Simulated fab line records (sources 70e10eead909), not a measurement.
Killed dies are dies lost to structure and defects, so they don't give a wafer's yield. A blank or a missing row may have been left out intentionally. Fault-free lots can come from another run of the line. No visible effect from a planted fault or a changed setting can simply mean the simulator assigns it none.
Chamber matching :: flow nandHarc :: NHARC_A_M1_DESCUM_14 on rieDiel-06: 4 sister chambers
The step chemistry O2, time 3 s. 4 wafers are shown with their chamber, then 10 later ones without.

WAFERS, EACH WITH ITS CHAMBER
wafer: L081.4
chamber: 2
drypumpMotorCurrentA (A): 6.1

wafer: L082.6
chamber: 0
drypumpMotorCurrentA (A): 6.1

wafer: L089.2
chamber: 3
drypumpMotorCurrentA (A): 5.7

wafer: L089.3
chamber: 1
drypumpMotorCurrentA (A): 5.4

WAFERS WHOSE CHAMBER IS MISSING
wafer: L089.5
drypumpMotorCurrentA (A): 5.4

wafer: L089.1
drypumpMotorCurrentA (A): 6.1

wafer: L089.4
drypumpMotorCurrentA (A): 6.1

wafer: L089.6
drypumpMotorCurrentA (A): 6.1

wafer: L092.4
drypumpMotorCurrentA (A): 6.1

wafer: L092.5
drypumpMotorCurrentA (A): 6.1

wafer: L092.6
drypumpMotorCurrentA (A): 5.8

wafer: L096.2
drypumpMotorCurrentA (A): 6.2

wafer: L096.5
drypumpMotorCurrentA (A): 6.1

wafer: L096.6
drypumpMotorCurrentA (A): 5.4

WHICH CHAMBER EACH ONE RAN IN
wafer: L089.5
from the rows above: 1
in truth: 1

wafer: L089.1
from the rows above: can't be placed: 0 or 2
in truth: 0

wafer: L089.4
from the rows above: can't be placed: 0 or 2
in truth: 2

wafer: L089.6
from the rows above: can't be placed: 0 or 2
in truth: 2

wafer: L092.4
from the rows above: can't be placed: 0 or 2
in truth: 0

wafer: L092.5
from the rows above: can't be placed: 0 or 2
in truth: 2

wafer: L092.6
from the rows above: 3
in truth: 3

wafer: L096.2
from the rows above: can't be placed: 0 or 2
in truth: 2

wafer: L096.5
from the rows above: can't be placed: 0 or 2
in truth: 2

wafer: L096.6
from the rows above: 1
in truth: 1
Placed correctly: 3 of 10. From these rows, 7 cannot be placed; in 7 the true chamber is one of the candidates. Wrongly placed: 0.
How it was worked out, from the rows above alone: a wafer's distance from a chamber is the root of the sum, over the readings, of the square of ((its reading less the chamber's mean) divided by the reading's scatter). If the next closest chamber is less than 2 further off than the closest, the wafer can't be placed; otherwise it belongs to the closest. The mean given for a chamber averages the wafers shown for that chamber. The scatter: with one shown wafer a chamber, the root of the mean of the squares of how far each hidden wafer lies from its nearest shown one.
